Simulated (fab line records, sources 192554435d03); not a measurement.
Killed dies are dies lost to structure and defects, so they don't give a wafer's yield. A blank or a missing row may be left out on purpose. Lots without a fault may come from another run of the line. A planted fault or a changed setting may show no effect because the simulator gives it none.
fab line records | flow n5_finfet
record lots=10 wafers=30 last_day=18
route steps=1938 shown BEOL_M4@1057 PASSIVATION@1936
lots that met no fault: from a run of the same line without faults
start_h: hours from the record's first day to the start of the lot's first wafer shown | wait_h: hours since the lot's step before | " the same as in the row above | L1.1+2: a row that stands for several wafers | - no value, or no start given | * or withheld: withheld | < > ~ a bound
route shown NAME@n: a module of which the file shows steps, and the number in the route of the first | usual: mean/standard deviation of fault-free wafers | same: alike in all rows | chamber/n: place in a boat | sites: the reading at each site | _std_site: their standard deviation | _edge_site: outer sites' mean less inner sites' | radius_mm: how far each site lies from the wafer's centre | mask NAME#n: copy n | behind: the tool/chamber that last shaped the wafer | hold: why the lot was held/for how many hours/how that ended | device: the transistor (n, p or np) that didn't switch | end of line: the same wafers' tests at the end of the route | a step without rows: its recipe alone | killed: dies lost to structure and defects at the first sort, not the wafer's yield | map: a wafer's dies, x killed, . not, _ none there
set.NAME: the setting as run; set.NAME@STEP: as run at that earlier step | model.NAME: the simulator's own value behind a step, which no gauge read
steps of the route over a sample of lots; a table a step, a row a wafer
services: from which hour (start_h, from the record's first day; less than 0 if before it) a tool's chamber was out of use, for how many hours, and why
## steps
# step N5_BEOL_M4_OVL_MEAS_29
# recipe points_per_wafer=522
# usual V3_OVL=0.7/0.67
# columns lot.wafer tool chamber start_h wait_h V3_OVL[nm]
L187.2 overlay-02 0 164.18 0.0 1.6
L187.5 " 0 " " 1.9
L187.6 " 0 " " 1.7
L188.1 overlay-01 0 176.63 0.0 0.8
L188.2 " 0 " " 1.6
L188.4 " 0 " " 1.2
L193.1 overlay-01 0 200.54 0.0 1.4
L193.3 " 0 " " 1.5
L193.4 " 0 " " 0.7
L194.2 overlay-01 0 220.03 0.0 1.4
L194.4 " 0 " " 0.9
L194.5 " 0 " " 1.8
L197.2 overlay-01 0 235.19 0.0 1.4
L197.3 " 0 " " 1.6
L197.4 " 0 " " 1.3
L204.2 overlay-01 0 275.25 0.0 0.5
L204.4 " 0 " " 0.1
L204.5 " 0 " " 0.3
L205.3 overlay-02 0 276.63 0.0 1.7
L205.5 " 0 " " 1.2
L205.6 " 0 " " 1.4
L207.1 overlay-02 0 289.51 0.0 -0.1
L207.4 " 0 " " 0.0
L207.6 " 0 " " 0.5
L208.2 overlay-02 0 292.76 0.0 0.3
L208.4 " 0 " " 0.4
L208.5 " 0 " " 0.2
L203.3 overlay-02 0 310.61 0.0 -0.6
L203.4 " 0 " " -1.2
L203.5 " 0 " " -0.7
# step N5_BEOL_M4_INSPECT_30
# recipe mode=adi inspect_instrument=brightfield
# usual raw_defect_count=468/98
# columns lot.wafer tool chamber start_h wait_h raw_defect_count
L187.2 defect_inspect-01 - 164.23 0.0 299
L187.5 " - " " 278
L187.6 " - " " 352
L188.1 defect_inspect-02 - 176.68 0.1 397
L188.2 " - " " 426
L188.4 " - " " 767
L193.1 defect_inspect-01 - 200.60 0.1 425
L193.3 " - " " 422
L193.4 " - " " 448
L194.2 defect_inspect-01 - 220.08 0.0 533
L194.4 " - " " 296
L194.5 " - " " 366
L197.2 defect_inspect-01 - 235.24 0.0 373
L197.3 " - " " 312
L197.4 " - " " 353
L204.2 defect_inspect-02 - 275.30 0.0 552
L204.4 " - " " 441
L204.5 " - " " 719
L205.3 defect_inspect-01 - 276.67 0.0 545
L205.5 " - " " 477
L205.6 " - " " 665
L207.1 defect_inspect-01 - 289.57 0.1 346
L207.4 " - " " 322
L207.6 " - " " 399
L208.2 defect_inspect-01 - 292.81 0.0 382
L208.4 " - " " 490
L208.5 " - " " 484
L203.3 defect_inspect-01 - 310.66 0.0 472
L203.4 " - " " 552
L203.5 " - " " 628
# step N5_BEOL_M4_STRIP_97
# recipe chemistry=N2/H2 time_s=10 power_w=450 temp_c=40 pressure_mtorr=20 rf_frequency_hz=6e+07 bias_power_w=7 n2_flow_sccm=200 h2_flow_sccm=200
# usual bias_power_w=6.999/0.024 chamber_pressure_mTorr=20.001/0.017 drypump_motor_current_A=5.9/0.45 oes_product_au=0.77/0.069 rf_vpp_V=59.2/0.97 showerhead_plenum_p_Torr=2.54/0.056 throttle_valve_pct=23.64/0.29
# columns lot.wafer tool chamber start_h wait_h bias_power_w chamber_pressure_mTorr drypump_motor_current_A oes_product_au rf_hours_counter_h rf_vpp_V showerhead_plenum_p_Torr throttle_valve_pct
L187.2 rie_diel-01 1 171.43 - 7.027 19.996 6.2 0.85 70 61.8 2.58 23.98
L187.5 " 3 " " 7.012 20.014 6.7 0.70 - 58.7 2.60 23.56
L187.6 " 2 " " 7.015 20.005 5.6 0.78 - 59.1 2.46 24.01
L188.1 rie_diel-01 0 178.19 - 6.980 19.995 5.9 0.75 170 59.9 2.43 23.73
L188.2 " 3 " " 7.039 19.984 6.7 0.70 229 60.2 2.59 23.55
L188.4 " 2 " " 6.931 19.994 5.6 0.77 106 59.5 2.46 23.99
L193.1 rie_diel-04 3 210.87 - - - - - - - - -
L193.3 " 0 " " - - - - - - - -
L193.4 " 1 " " - - - - - - - -
L194.2 rie_diel-02 1 222.70 - - - - - - - - -
L194.4 " 3 " " - - - - - - - -
L194.5 " 2 " " - - - - - - - -
L197.2 rie_diel-04 0 241.11 - 7.023 20.028 5.3 0.68 225 59.4 2.51 23.64
L197.3 " 3 " " 6.964 19.968 5.6 0.94 12 59.3 2.58 23.32
L197.4 " 1 " " 6.988 19.991 5.6 0.79 112 60.9 2.56 23.91
L204.2 rie_diel-04 1 276.77 - 6.993 20.007 5.5 0.78 125 57.3 2.55 23.92
L204.4 " 0 " " 6.977 19.984 5.3 0.68 238 58.6 2.51 23.63
L204.5 " 0 " " 6.982 20.005 5.3 0.68 - 60.4 2.51 23.64
L205.3 rie_diel-02 0 280.01 - 6.988 20.023 6.2 0.85 56 60.3 2.58 23.34
L205.5 " 0 " " 7.010 20.017 6.2 0.85 - 61.3 2.58 23.34
L205.6 " 3 " " 7.022 20.003 5.2 0.69 - 59.1 2.50 23.33
L207.1 rie_diel-02 0 296.68 - 7.010 19.995 6.1 0.84 64 58.8 2.58 23.37
L207.4 " 2 " " 7.021 20.023 6.6 0.72 212 58.9 2.62 24.05
L207.6 " 1 " " 6.981 20.004 5.8 0.74 - 59.4 2.50 23.47
L208.2 rie_diel-04 0 296.72 - 7.042 19.982 5.3 0.67 248 58.1 2.50 23.66
L208.4 " 1 " " 7.021 20.018 5.5 0.76 - 58.1 2.55 23.95
L208.5 " 0 " " 7.006 20.016 5.3 0.67 - 59.6 2.50 23.66
L203.3 rie_diel-04 1 314.15 - 6.999 19.986 5.5 0.76 142 58.3 2.54 23.95
L203.4 " 3 " " 7.018 19.991 5.6 0.90 - 59.4 2.57 23.37
L203.5 " 2 " " 6.993 19.993 6.0 0.74 - 58.5 2.53 23.46
# step N5_BEOL_M4_SURFACE_TREAT_85
# recipe gas=Ar time_s=* ion_energy_ev=* ion_current_ma_cm2=0.5 pressure_mtorr=* ar_flow_sccm=30
# usual throttle_valve_pct=*
# columns lot.wafer tool chamber start_h wait_h throttle_valve_pct
L187.2 pvd_sputter-01 - 172.20 0.1 *
L187.5 " - " " *
L187.6 " - " " *
L188.1 pvd_sputter-02 - 179.44 0.2 *
L188.2 " - " " *
L188.4 " - " " *
L193.1 pvd_sputter-01 - 211.91 0.3 *
L193.3 " - " " *
L193.4 " - " " *
L194.2 pvd_sputter-01 - 223.73 0.4 *
L194.4 " - " " *
L194.5 " - " " *
L197.2 pvd_sputter-02 - 242.84 0.2 *
L197.3 " - " " *
L197.4 " - " " *
L204.2 pvd_sputter-03 - 277.56 0.1 *
L204.4 " - " " *
L204.5 " - " " *
L205.3 pvd_sputter-02 - 280.96 0.2 *
L205.5 " - " " *
L205.6 " - " " *
L207.1 pvd_sputter-01 - 297.61 0.1 *
L207.4 " - " " *
L207.6 " - " " *
L208.2 pvd_sputter-01 - 297.68 0.2 *
L208.4 " - " " *
L208.5 " - " " *
L203.3 pvd_sputter-02 - 316.14 1.0 *
L203.4 " - " " *
L203.5 " - " " *
# step N5_BEOL_M4_RC_MEAS_101
# usual DIBL_N=36.1/1.6 DIBL_P=35.8/2.1 IOFF_N=0.16/0.031 IOFF_P=0.21/0.034 ION_N=673/12 ION_P=461/7.2 SS_N=71.4/0.59 SS_P=73.3/0.63 VT_N=250/3.1 VT_P=-250/3.3
# columns lot.wafer tool chamber start_h wait_h DIBL_N[mV/V] DIBL_P[mV/V] IOFF_N[nA/um] IOFF_P[nA/um] ION_N[uA/um] ION_P[uA/um] SS_N[mV/dec] SS_P[mV/dec] VT_N[mV] VT_P[mV]
L187.2 prober-01 0 175.52 0.2 35.3 35.4 0.15 0.19 674 457 71.6 73.0 249 -251
L187.5 " 0 " " 38.5 38.8 0.21 0.24 687 461 72.6 73.6 245 -249
L187.6 " 0 " " 36.4 37.1 0.16 0.23 674 465 71.7 73.4 250 -247
L188.1 prober-02 0 186.04 0.0 34.3 33.2 0.11 0.15 661 454 71.0 72.4 254 -255
L188.2 " 0 " " 35.6 35.8 0.13 0.19 663 458 70.2 73.4 251 -254
L188.4 " 0 " " 35.1 33.9 0.12 0.16 661 460 71.0 72.8 254 -254
L193.1 prober-01 0 215.10 0.0 37.1 35.6 0.18 0.23 691 465 72.0 73.1 247 -249
L193.3 " 0 " " 35.8 34.7 0.14 0.21 671 461 71.1 73.3 250 -247
L193.4 " 0 " " 37.0 35.9 0.17 0.24 683 471 72.0 73.2 247 -245
L194.2 prober-01 0 228.16 0.2 38.0 38.3 0.17 0.26 679 480 72.0 73.9 250 -244
L194.4 " 0 " " 37.3 35.4 0.14 0.21 660 458 71.1 73.1 249 -249
L194.5 " 0 " " 36.9 35.4 0.14 0.21 664 462 71.9 72.7 253 -248
L197.2 prober-01 0 246.21 0.2 34.2 34.8 0.14 0.20 666 463 70.9 72.3 250 -249
L197.3 " 0 " " 34.6 36.0 0.15 0.21 688 478 71.3 72.5 248 -250
L197.4 " 0 " " 36.7 36.9 0.18 0.21 687 471 71.7 73.6 247 -254
L204.2 prober-01 0 281.00 0.2 36.2 36.4 0.15 0.20 669 461 70.9 73.8 250 -251
L204.4 " 0 " " 35.7 36.7 0.14 0.20 673 465 71.5 73.3 251 -250
L204.5 " 0 " " 38.9 39.9 0.20 0.25 676 463 72.4 74.3 246 -247
L205.3 prober-01 0 284.45 0.3 34.9 34.4 0.14 0.20 658 457 71.2 72.8 252 -249
L205.5 " 0 " " 34.4 33.1 0.12 0.17 654 450 70.5 72.2 254 -253
L205.6 " 0 " " 35.2 34.6 0.13 0.20 660 454 71.1 73.1 251 -250
L207.1 prober-01 0 300.74 0.0 36.8 35.8 0.18 0.22 676 465 71.4 73.6 247 -247
L207.4 " 0 " " 38.2 38.7 0.21 0.29 685 469 72.2 74.5 244 -246
L207.6 " 0 " " 37.3 36.1 0.17 0.23 675 462 71.9 73.7 249 -249
L208.2 prober-02 0 301.17 0.2 33.8 31.7 0.11 0.18 650 464 70.8 71.4 253 -249
L208.4 " 0 " " 39.8 39.0 0.26 0.31 699 474 71.7 73.9 241 -241
L208.5 " 0 " " 37.5 36.7 0.18 0.27 690 471 71.7 73.3 244 -244
L203.3 prober-01 0 320.46 0.3 36.0 35.9 0.17 0.24 672 463 71.7 73.3 250 -246
L203.4 " 0 " " 35.1 33.0 0.16 0.19 687 470 71.0 72.7 248 -250
L203.5 " 0 " " 37.1 36.0 0.18 0.23 669 461 71.3 73.4 246 -248
# step N5_PASSIVATION_PROBE_49
# usual defect_limited_yield=91.0/1.5 killed_at_M0_to_M3=35/11 killed_at_M4_up=13/6 killed_at_contacts=14/6.5 killed_at_front_end=40/12 killed_at_other=4/3.4 killed_dies=106/18 killed_open=68/14 killed_short=35/7.7 sort_bin_5_function=5.2/0.98 sort_bin_6_memory=3.4/0.72 sort_n_pass=1074/18 sort_yield_pct=91.0/1.5
# same gross_dies=1180 killed_at_back_side=0 sort_bin_4_leakage[%]=0 sort_bin_8_speed[%]=0
# columns lot.wafer tool chamber start_h wait_h defect_limited_yield[%] killed_at_M0_to_M3 killed_at_M4_up killed_at_contacts killed_at_front_end killed_at_other killed_dies killed_open killed_short sort_bin_5_function[%] sort_bin_6_memory[%] sort_n_pass sort_yield_pct[%]
L194.2 prober-01 - 335.60 0.1 85.3 24 86 14 48 2 174 125 47 8.6 5.5 1006 85.3
L194.4 prober-01 - 335.70 0.2 86.4 24 95 6 28 8 161 125 34 7.3 5.8 1019 86.4
L194.5 prober-01 - 335.75 0.2 85.2 19 100 11 37 8 175 124 51 8.9 5.8 1005 85.2
L193.1 prober-02 - 361.89 0.0 83.6 32 95 15 43 9 194 141 51 11.2 4.6 986 83.6
L193.3 prober-02 - 361.99 0.1 84.4 9 89 11 74 1 184 131 51 8.8 5.9 996 84.4
L193.4 prober-02 - 362.04 0.2 84.7 21 89 12 52 6 180 135 43 9.0 5.9 1000 84.7
# killed by level:class
L194.2 BEOL_M4:geometric_particle:open=65 BEOL_M4:geometric_particle:short=14 MOL_CONTACT_COAG:geometric_particle:open=12 STI_FIN_REVEAL:geometric_particle:open=10 BEOL_M0_SAQP:geometric_particle:open=8 STI_FIN_REVEAL:geometric_particle:short=8 FIN_SAQP:geometric_particle:open=7 BEOL_M3:geometric_particle:open=7
L194.4 BEOL_M4:geometric_particle:open=75 BEOL_M4:geometric_particle:short=12 FIN_SAQP:geometric_particle:open=7 BEOL_M3:geometric_particle:open=7 MOL_CONTACT_COAG:geometric_particle:open=5 BEOL_M1:geometric_particle:open=5 BEOL_M5:geometric_particle:open=5 FIN_SAQP:geometric_particle:short=4
L194.5 BEOL_M4:geometric_particle:open=81 BEOL_M4:geometric_particle:short=17 FIN_SAQP:geometric_particle:open=10 MOL_CONTACT_COAG:geometric_particle:open=10 BEOL_M0_SAQP:geometric_particle:short=8 FIN_SAQP:geometric_particle:short=5 BEOL_M0_SAQP:geometric_particle:open=5 GATE_CUT:geometric_particle:short=4
L193.1 BEOL_M4:geometric_particle:open=64 BEOL_M4:geometric_particle:short=22 MOL_CONTACT_COAG:geometric_particle:open=13 STI_FIN_REVEAL:geometric_particle:open=10 GATE_CUT:geometric_particle:short=9 BEOL_M2:geometric_particle:open=8 GATE_CUT:geometric_particle:open=7 BEOL_M3:geometric_particle:open=7
L193.3 BEOL_M4:geometric_particle:open=71 STI_FIN_REVEAL:geometric_particle:open=21 FIN_SAQP:geometric_particle:open=14 BEOL_M4:geometric_particle:short=14 FIN_SAQP:geometric_particle:short=10 GATE_CUT:geometric_particle:short=8 DUMMY_GATE:geometric_particle:open=7 MOL_CONTACT_COAG:geometric_particle:open=7
L193.4 BEOL_M4:geometric_particle:open=64 STI_FIN_REVEAL:geometric_particle:open=19 BEOL_M4:geometric_particle:short=17 MOL_CONTACT_COAG:geometric_particle:open=9 GATE_CUT:geometric_particle:short=8 BEOL_M3:geometric_particle:open=8 FIN_SAQP:geometric_particle:open=6 BEOL_M0_SAQP:geometric_particle:open=5
## services
# columns tool chamber start_h hours kind
rie_diel-04 3 149.90 3.7 repair
rie_diel-02 2 165.11 1.6 repair
rie_diel-02 1 169.68 5.5 repair
rie_diel-04 3 174.05 - clean
rie_diel-04 3 174.05 - consumable_replace:focus_ring
rie_diel-04 3 174.05 32.0 scheduled_down
rie_diel-04 3 174.05 32.0 vent_cycle
rie_diel-02 - 176.27 14.6 pm
rie_diel-04 0 192.97 14.7 repair
pvd_sputter-02 - 205.02 2.0 repair
rie_diel-01 3 242.29 6.0 repair
pvd_sputter-01 - 246.25 3.0 repair
rie_diel-01 1 269.22 5.2 repair
rie_diel-01 - 280.26 14.6 pm
rie_diel-04 0 305.44 - clean
rie_diel-04 0 305.44 - consumable_replace:focus_ring
rie_diel-04 0 305.44 17.7 scheduled_down
rie_diel-04 0 305.44 17.7 vent_cycle
rie_diel-01 1 315.35 8.1 repair
## key
first_sign step=N5_BEOL_M4_STRIP_97 reading=tool_record direction=missing
effect step=N5_PASSIVATION_PROBE_49 reading=killed_at_M4_up direction=up sigmas=13 usual=13 struck=92
more_kills_born_at N5_BEOL_M4_STRIP_97@rie_diel-02=245 N5_BEOL_M4_STRIP_97@rie_diel-04=237
met_at N5_BEOL_M4_STRIP_97
struck_lots L193,L194
not_acting_at N5_BEOL_M4_OVL_MEAS_29,N5_BEOL_M4_INSPECT_30,N5_BEOL_M4_SURFACE_TREAT_85
fault kind=skipped_step_whole tool=rie_diel-02,rie_diel-04 chamber=- onset_h=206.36 steps=N5_BEOL_M4_STRIP_97 scope=struck_lots_only
